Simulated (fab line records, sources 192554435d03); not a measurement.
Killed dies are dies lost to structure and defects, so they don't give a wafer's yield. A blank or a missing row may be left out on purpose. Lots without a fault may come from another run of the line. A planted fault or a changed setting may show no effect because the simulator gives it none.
Which tool did it? | flow n5_finfet | 7 lots, 20 wafers sampled, at 6 steps of a route of 1938

WHAT THE GAUGES READ, wafer by wafer
N5_BEOL_M4_RC_MEAS_101. Usual: DIBL_N 36.3 mV/V, standard deviation 1.8; DIBL_P 36.5 mV/V, standard deviation 2.1; IOFF_N 0.16 nA/um, standard deviation 0.031; IOFF_P 0.22 nA/um, standard deviation 0.038; ION_N 677 uA/um, standard deviation 12; ION_P 466 uA/um, standard deviation 7.8; SS_N 71.5 mV/dec, standard deviation 0.61; SS_P 73.2 mV/dec, standard deviation 0.7; VT_N 249 mV, standard deviation 3; VT_P -248.9 mV, standard deviation 3.
lot  | measured     | on        | DIBL_N (mV/V)  | DIBL_P (mV/V)  | IOFF_N (nA/um) | IOFF_P (nA/um) | ION_N (uA/um) | ION_P (uA/um) | SS_N (mV/dec)  | SS_P (mV/dec)  | VT_N (mV)   | VT_P (mV)            | flag
L245 | day 9 08:14  | prober-02 | 38.2 36.2 39.2 | 38.6 36.3 38.9 | 0.20 0.17 0.22 | 0.24 0.20 0.27 | 693 688 691   | 464 462 466   | 72.0 71.4 72.4 | 73.6 72.0 73.8 | 247 250 244 | -246.9 -250.2 -246.2 |
L247 | day 9 15:04  | prober-02 | 38.6 36.0 37.0 | 37.6 36.0 36.9 | 0.19 0.16 0.17 | 0.25 0.23 0.23 | 681 691 694   | 468 473 472   | 71.4 71.2 70.9 | 74.4 73.8 73.6 | 248 247 248 | -248.4 -246.6 -249.9 |
L250 | day 10 01:01 | prober-02 | 35.5 34.6 39.3 | 37.0 35.8 42.0 | 0.17 0.15 0.28 | 0.27 0.24 0.38 | 689 687 708   | 478 480 488   | 71.1 71.0 72.2 | 73.5 72.2 73.6 | 246 249 238 | -243.1 -246.4 -240.6 |
L253 | day 10 20:47 | prober-01 | 39.5 37.6 40.1 | 38.0 36.5 38.6 | 0.17 0.16 0.18 | 0.22 0.22 0.23 | 673 673 686   | 458 468 466   | 72.5 71.8 72.8 | 74.0 72.9 74.0 | 249 250 250 | -249.8 -250.6 -247.5 |
L256 | day 11 23:54 | prober-01 | 37.1 38.7 38.9 | 35.6 37.7 38.3 | 0.15 0.19 0.18 | 0.21 0.25 0.27 | 672 687 679   | 465 471 467   | 72.3 72.5 72.9 | 73.7 73.8 73.5 | 253 250 250 | -248.6 -247.8 -247.4 |
L263 | day 13 12:35 | prober-02 | 33.1 32.0      | 33.0 31.9      | 0.12 0.11      | 0.19 0.18      | 661 666       | 466 468       | 70.7 70.4      | 71.9 72.0      | 255 249     | -247.7 -250.1        |
L264 | day 13 19:41 | prober-02 | 32.2 32.5 33.8 | 32.2 32.5 33.8 | 0.10 0.11 0.12 | 0.15 0.15 0.17 | 641 671 650   | 449 462 453   | 70.8 70.4 70.7 | 72.1 72.4 72.5 | 256 255 253 | -254.0 -252.8 -252.0 |

N5_BEOL_M15_RC_MEAS_101. Usual: COMB_M10 1.5e-11 S/m, standard deviation 3.1e-12; COMB_M11 1.51e-11 S/m, standard deviation 2.9e-12; COMB_M12 7.5e-12 S/m, standard deviation 1.3e-12; COMB_M12_max_site 1.06e-11 S/m, standard deviation 2.4e-12; COMB_M13 5.8e-12 S/m, standard deviation 1.1e-12; COMB_M14 4.3e-12 S/m, standard deviation 7.2e-13; COMB_M15 3.3e-12 S/m, standard deviation 6e-13; COMB_M15_max_site 4.4e-12 S/m, standard deviation 8.9e-13; COMB_M5 3.7e-11 S/m, standard deviation 6.8e-12; COMB_M6 2.6e-11 S/m, standard deviation 5.1e-12; COMB_M7 2.6e-11 S/m, standard deviation 4.6e-12; COMB_M7_max_site 3.8e-11 S/m, standard deviation 9e-12; COMB_M8 2.6e-11 S/m, standard deviation 5.1e-12; COMB_M8_max_site 3.8e-11 S/m, standard deviation 1e-11; COMB_M9 1.51e-11 S/m, standard deviation 2.7e-12; COMB_M9_max_site 2.1e-11 S/m, standard deviation 4.4e-12; SERP_M10 3.08 ohm/um, standard deviation 0.087; SERP_M11 3.12 ohm/um, standard deviation 0.11; SERP_M12 0.640 ohm/um, standard deviation 0.022; SERP_M13 0.313 ohm/um, standard deviation 0.0075; SERP_M13_max_site 0.316 ohm/um, standard deviation 0.0078; SERP_M14 0.160 ohm/um, standard deviation 0.0045; SERP_M5 39.3 ohm/um, standard deviation 2.1; SERP_M6 13.7 ohm/um, standard deviation 0.53; SERP_M7 14.0 ohm/um, standard deviation 0.69; SERP_M8 13.9 ohm/um, standard deviation 0.65; SERP_M9 3.13 ohm/um, standard deviation 0.12.
lot  | measured     | on        | COMB_M10 (S/m)          | COMB_M11 (S/m)             | COMB_M12 (S/m)           | COMB_M12_max_site (S/m)    | COMB_M13 (S/m)          | COMB_M14 (S/m)          | COMB_M15 (S/m)          | COMB_M15_max_site (S/m) | COMB_M5 (S/m)           | COMB_M6 (S/m)           | COMB_M7 (S/m)           | COMB_M7_max_site (S/m)  | COMB_M8 (S/m)           | COMB_M8_max_site (S/m)  | COMB_M9 (S/m)              | COMB_M9_max_site (S/m)  | SERP_M10 (ohm/um) | SERP_M11 (ohm/um) | SERP_M12 (ohm/um) | SERP_M13 (ohm/um) | SERP_M13_max_site (ohm/um) | SERP_M14 (ohm/um) | SERP_M5 (ohm/um) | SERP_M6 (ohm/um) | SERP_M7 (ohm/um) | SERP_M8 (ohm/um) | SERP_M9 (ohm/um) | flag
L245 | day 13 09:49 | prober-01 | 1.7e-11 1.7e-11 1.5e-11 | 1.58e-11 1.63e-11 1.22e-11 | 6.6e-12 6.4e-12 7.6e-12  | 8.1e-12 1.03e-11 1.05e-11  | 4.2e-12 6.2e-12 4e-12   | 3.4e-12 4e-12 4e-12     | 2.8e-12 2.5e-12 4e-12   | 4.5e-12 3.7e-12 5.5e-12 | 3.1e-11 3.5e-11 4.3e-11 | 2.3e-11 2.4e-11 2.5e-11 | 2.9e-11 2.8e-11 2.7e-11 | 3.9e-11 4.8e-11 3.7e-11 | 2.6e-11 2.5e-11 2.9e-11 | 3.2e-11 3.3e-11 3.6e-11 | 1.41e-11 1.7e-11 1.42e-11  | 1.9e-11 2.4e-11 1.7e-11 | 3.05 3.00 3.02    | 3.23 2.90 2.92    | 0.669 0.643 0.646 | 0.307 0.313 0.310 | 0.310 0.318 0.315          | 0.165 0.167 0.155 | 40.6 40.4 37.9   | 14.0 14.0 13.8   | 14.0 14.5 14.2   | 13.0 13.9 13.2   | 2.96 3.22 3.00   |
L247 | day 13 14:26 | prober-01 | 1.5e-11 1.3e-11 1.8e-11 | 2.04e-11 1.6e-11 1.98e-11  | 6.6e-12 7.5e-12 6e-12    | 7.6e-12 1.12e-11 7.7e-12   | 4.1e-12 4.9e-12 4.8e-12 | 4.2e-12 3.9e-12 6.6e-12 | 3.6e-12 4.1e-12 4.3e-12 | 4.2e-12 4.7e-12 6e-12   | 2.8e-11 3.3e-11 3.8e-11 | 2.4e-11 2e-11 2.4e-11   | 3.2e-11 3.8e-11 2.9e-11 | 4.7e-11 6.3e-11 4.3e-11 | 3.1e-11 2.5e-11 3.1e-11 | 4.4e-11 4.8e-11 4.1e-11 | 1.41e-11 1.35e-11 1.05e-11 | 2e-11 1.8e-11 1.3e-11   | 3.09 3.20 3.03    | 2.96 3.19 3.03    | 0.637 0.628 0.655 | 0.310 0.318 0.314 | 0.313 0.320 0.317          | 0.162 0.170 0.171 | 39.2 39.3 42.6   | 14.0 13.9 14.1   | 13.2 14.3 14.2   | 13.3 13.5 13.6   | 3.02 3.07 3.17   |
L250 | day 13 22:05 | prober-02 | 1.9e-11 2e-11 1.7e-11   | 1.64e-11 1.72e-11 1.63e-11 | 7.6e-12 6e-12 8.5e-12    | 9.2e-12 1.1e-11 1.63e-11   | 8.3e-12 5.7e-12 6.3e-12 | 4.6e-12 4.8e-12 5.2e-12 | 3.2e-12 3.9e-12 3.4e-12 | 4.1e-12 5.9e-12 4.2e-12 | 4e-11 3e-11 3.9e-11     | 2.4e-11 3.1e-11 2.4e-11 | 2.2e-11 2.2e-11 2.6e-11 | 3.2e-11 3.1e-11 3e-11   | 2.9e-11 3.1e-11 2.7e-11 | 4.7e-11 4.2e-11 4.4e-11 | 1.33e-11 1.57e-11 1.27e-11 | 2e-11 1.9e-11 1.8e-11   | 3.07 3.03 3.13    | 3.06 3.11 3.09    | 0.652 0.652 0.600 | 0.311 0.308 0.313 | 0.315 0.310 0.314          | 0.159 0.158 0.162 | 38.6 39.9 35.6   | 13.3 14.8 14.4   | 13.4 13.2 14.7   | 13.7 14.1 13.9   | 3.01 3.18 3.26   |
L253 | day 14 12:37 | prober-01 | 1.5e-11 1.7e-11 1.9e-11 | 1.96e-11 1.41e-11 1.06e-11 | 8.8e-12 8.8e-12 7.8e-12  | 1.29e-11 1.11e-11 1.08e-11 | 5.2e-12 7.8e-12 4.4e-12 | 5.2e-12 4.6e-12 3e-12   | 2.9e-12 2.7e-12 3.5e-12 | 3.7e-12 3.1e-12 6.1e-12 | 3.4e-11 2.9e-11 3.2e-11 | 2.3e-11 3.2e-11 2.9e-11 | 3.4e-11 3.7e-11 2.6e-11 | 4.5e-11 6.9e-11 3.5e-11 | 2e-11 2.5e-11 2.2e-11   | 2.7e-11 3.3e-11 6.2e-11 | 1.38e-11 1.22e-11 1.18e-11 | 1.5e-11 1.5e-11 1.8e-11 | 3.08 3.27 3.06    | 3.06 2.90 3.18    | 0.599 0.619 0.647 | 0.318 0.334 0.321 | 0.323 0.337 0.324          | 0.161 0.158 0.159 | 42.0 40.5 38.2   | 13.5 13.9 14.2   | 14.0 13.5 13.7   | 13.1 12.8 13.8   | 3.21 3.02 3.00   |
L256 | day 15 18:49 | prober-01 | 1.5e-11 1.4e-11 1.3e-11 | 1.83e-11 1.23e-11 1.6e-11  | 1.03e-11 8.9e-12 7.8e-12 | 1.43e-11 1.09e-11 1.06e-11 | 6.1e-12 5.9e-12 4.8e-12 | 3.8e-12 3.3e-12 5e-12   | 2.7e-12 2.1e-12 2.4e-12 | 3.6e-12 2.8e-12 4.1e-12 | 4.1e-11 4.3e-11 3.2e-11 | 2.8e-11 2.1e-11 2.1e-11 | 2.2e-11 2.5e-11 1.9e-11 | 2.7e-11 3.3e-11 2.6e-11 | 2.4e-11 2.4e-11 2.4e-11 | 2.9e-11 3.6e-11 3.1e-11 | 3.93e-10 1.1e-11 1.6e-11   | 5.12e-10 1.3e-11 2e-11  | 2.99 3.15 2.92    | 3.15 3.23 3.14    | 0.673 0.664 0.644 | 0.319 0.299 0.314 | 0.323 0.301 0.315          | 0.164 0.162 0.157 | 37.3 40.3 38.0   | 13.6 13.1 12.6   | 12.6 13.1 14.1   | 14.5 13.5 14.5   | 2.78 3.13 3.04   | OFF
L263 | day 17 08:32 | prober-02 | 1.2e-11 1e-11           | 1.87e-11 1.42e-11          | 6.3e-12 5e-12            | 9.3e-12 5.6e-12            | 6.3e-12 6.1e-12         | 4.5e-12 5e-12           | 2.8e-12 3.6e-12         | 3.4e-12 3.9e-12         | 3.2e-11 4.5e-11         | 2.5e-11 2.9e-11         | 2.3e-11 2.3e-11         | 2.4e-11 3.5e-11         | 1.7e-11 1.9e-11         | 2.4e-11 4.4e-11         | 3.847e-10 1.18e-11         | 6.09e-10 1.6e-11        | 3.13 3.02         | 3.30 3.11         | 0.639 0.635       | 0.321 0.309       | 0.323 0.312                | 0.160 0.155       | 40.7 41.5        | 13.2 13.9        | 13.2 14.6        | 14.0 12.8        | 3.03 3.19        | OFF
L264 | day 17 22:59 | prober-01 | 1.7e-11 1.3e-11 1.3e-11 | 1.29e-11 8.5e-12 1.2e-11   | 6.9e-12 5.9e-12 9.7e-12  | 1.22e-11 9.9e-12 1.28e-11  | 7.7e-12 7.9e-12 6.3e-12 | 4.9e-12 4.2e-12 4.5e-12 | 3.2e-12 3.1e-12 4.2e-12 | 4.4e-12 5.1e-12 5.8e-12 | 3.3e-11 3.1e-11 3e-11   | 2.9e-11 2.3e-11 2.7e-11 | 3.5e-11 3.2e-11 2.4e-11 | 5.2e-11 4.4e-11 5.2e-11 | 2.4e-11 2.9e-11 3e-11   | 5.5e-11 4e-11 5.4e-11   | 1.42e-11 1.21e-11 1.41e-11 | 1.7e-11 1.6e-11 1.8e-11 | 3.09 3.06 3.10    | 3.07 3.20 3.09    | 0.663 0.679 0.669 | 0.325 0.320 0.319 | 0.327 0.324 0.321          | 0.155 0.161 0.155 | 34.9 39.6 36.0   | 14.8 12.9 13.9   | 13.9 14.2 13.6   | 13.8 14.2 14.8   | 3.03 3.13 2.89   |

WHICH TOOL RAN EACH LOT (tool, then ch and the chambers of the sampled wafers, then the start)
lot  | N5_BEOL_M9_DESCUM_33               | N5_BEOL_M9_CURE_72            | N5_BEOL_M9_ALD_74                   | N5_BEOL_M9_SPUTTER_48
L245 | rie_diel-03 ch 0,3, day 11 09:04   | uv_cure-01 ch 1, day 11 09:43 | ald_metal-04 ch 0,1,3, day 11 10:11 | pvd_sputter-03, day 11 10:44
L247 | rie_diel-06 ch 0,2,3, day 11 11:32 | uv_cure-03 ch 2, day 11 12:11 | ald_metal-04 ch 1,2, day 11 13:04   | pvd_sputter-01, day 11 13:31
L250 | rie_diel-04 ch 0,1,2, day 11 19:32 | uv_cure-03 ch 2, day 11 20:17 | ald_metal-04 ch 0,3, day 11 20:56   | pvd_sputter-01, day 11 21:37
L253 | rie_diel-06 ch 0,2,3, day 12 15:26 | uv_cure-02 ch 1, day 12 16:05 | ald_metal-04 ch 0,2, day 12 16:39   | pvd_sputter-01, day 12 17:15
L256 | rie_diel-04 ch 2,3, day 13 23:02   | uv_cure-01 ch 1, day 13 23:41 | ald_metal-04 ch 0,3, day 14 00:15   | pvd_sputter-02, day 14 00:52
L263 | rie_diel-04 ch 0,1, day 15 09:32   | uv_cure-02 ch 2, day 15 10:17 | ald_metal-04 ch 3, day 15 10:55     | pvd_sputter-02, day 15 13:08
L264 | rie_diel-03 ch 0,2,3, day 16 00:09 | uv_cure-03 ch 1, day 16 00:48 | ald_metal-02 ch 1,2, day 16 01:22   | pvd_sputter-03, day 16 04:08
- N5_BEOL_M9_DESCUM_33: chemistry O2, time 7 s.
- N5_BEOL_M9_CURE_72: cures SiCOH lowk, time 120 s.
- N5_BEOL_M9_ALD_74: deposits TaN, target thk 2 nm, pulse time 2 s, purge time 3 s.
- N5_BEOL_M9_SPUTTER_48: material Cu, target thk 12 nm, time 2 s.

WHAT THE TOOLS THEMSELVES READ (means of the sampled wafers that have a number; where no wafer has one, the mark that the record gives instead)
N5_BEOL_M9_DESCUM_33. Usual: bias_power_w 20.00 W, standard deviation 0.068; drypump_motor_current_A 5.9 A, standard deviation 0.4; oes_product_au 0.78 a.u., standard deviation 0.094; rf_vpp_V 243.4 V, standard deviation 1.2; showerhead_plenum_p_Torr 2.11 Torr, standard deviation 0.056; throttle_valve_pct 20.44 %, standard deviation 0.27.
lot  | tool        | bias_power_w (W) | drypump_motor_current_A (A) | oes_product_au (a.u.) | rf_vpp_V (V) | showerhead_plenum_p_Torr (Torr) | throttle_valve_pct (%) | flag
L245 | rie_diel-03 | 19.94            | 6.2                         | 0.97                  | 244.3        | 2.15                            | 20.35                  |
L247 | rie_diel-06 | 20.00            | 5.6                         | 0.72                  | 241.7        | 2.02                            | 20.65                  |
L250 | rie_diel-04 | 19.98            | 6.3                         | 0.85                  | 242.9        | 2.14                            | 20.24                  |
L253 | rie_diel-06 | 19.96            | 5.6                         | 0.72                  | 241.6        | 2.02                            | 20.67                  |
L256 | rie_diel-04 | 19.94            | 6.0                         | 0.86                  | 243.7        | 2.14                            | 20.49                  |
L263 | rie_diel-04 | 19.98            | 6.2                         | 0.76                  | 243.2        | 2.13                            | 20.26                  |
L264 | rie_diel-03 | 20.02            | 6.1                         | 0.84                  | 243.4        | 2.10                            | 20.36                  |

N5_BEOL_M9_CURE_72. Usual: lamp_power_pct 52.31 %, standard deviation 0.05; wafer_temp_C_max 371.6, standard deviation 0.77.
lot  | tool       | lamp_power_pct (%) | wafer_temp_C_max | flag
L245 | uv_cure-01 | 52.34              | 371.4            |
L247 | uv_cure-03 | 52.29              | 370.8            |
L250 | uv_cure-03 | 52.34              | 371.1            |
L253 | uv_cure-02 | 52.26              | 371.1            |
L256 | uv_cure-01 | 52.30              | 371.6            |
L263 | uv_cure-02 | 52.34              | 373.0            |
L264 | uv_cure-03 | 52.38              | 371.1            |

N5_BEOL_M9_ALD_74. Usual: heater_power_w 417 W, standard deviation 45.
lot  | tool         | heater_power_w (W) | flag
L245 | ald_metal-04 | 397                |
L247 | ald_metal-04 | 376                |
L250 | ald_metal-04 | 429                |
L253 | ald_metal-04 | 405                |
L256 | ald_metal-04 | 441                |
L263 | ald_metal-04 | 462                |
L264 | ald_metal-02 | 446                |

N5_BEOL_M9_SPUTTER_48. Usual: throttle_valve_pct 30.1 %, standard deviation 0.92.
lot  | tool           | throttle_valve_pct (%) | flag
L245 | pvd_sputter-03 | 30.2                   |
L247 | pvd_sputter-01 | 30.0                   |
L250 | pvd_sputter-01 | 30.1                   |
L253 | pvd_sputter-01 | 30.2                   |
L256 | pvd_sputter-02 | 28.5                   |
L263 | pvd_sputter-02 | 30.7                   |
L264 | pvd_sputter-03 | 30.7                   |

THE ANSWER, worked out from the rows above alone
Rule: a lot is off if the mean of its wafers that have a number lies more than 3 standard deviations from the usual mean. A lot without any number at a reading at which 4 lots or more have one is off too. The other lots that the step has rows for count as sound. The gauges are gone through in route order, then the tools' own readings, and for those a lot's mean is taken as printed above. The first step at which some lot is off is used, and at that step the reading that is off furthest; a lot without a number counts as furthest.
Off: L256, L263, at N5_BEOL_M15_RC_MEAS_101 (COMB_M9).
A tool fits if, at a process step before that reading, it ran every lot that is off, and no sound lot after the first of them. The gauges at N5_BEOL_M15_RC_MEAS_101 are tried like those tools. Can't be told from this: 3 tools fit, rie_diel-04 at N5_BEOL_M9_DESCUM_33, ald_metal-04 at N5_BEOL_M9_ALD_74, pvd_sputter-02 at N5_BEOL_M9_SPUTTER_48.

WHAT THE SIMULATOR HAD PUT IN
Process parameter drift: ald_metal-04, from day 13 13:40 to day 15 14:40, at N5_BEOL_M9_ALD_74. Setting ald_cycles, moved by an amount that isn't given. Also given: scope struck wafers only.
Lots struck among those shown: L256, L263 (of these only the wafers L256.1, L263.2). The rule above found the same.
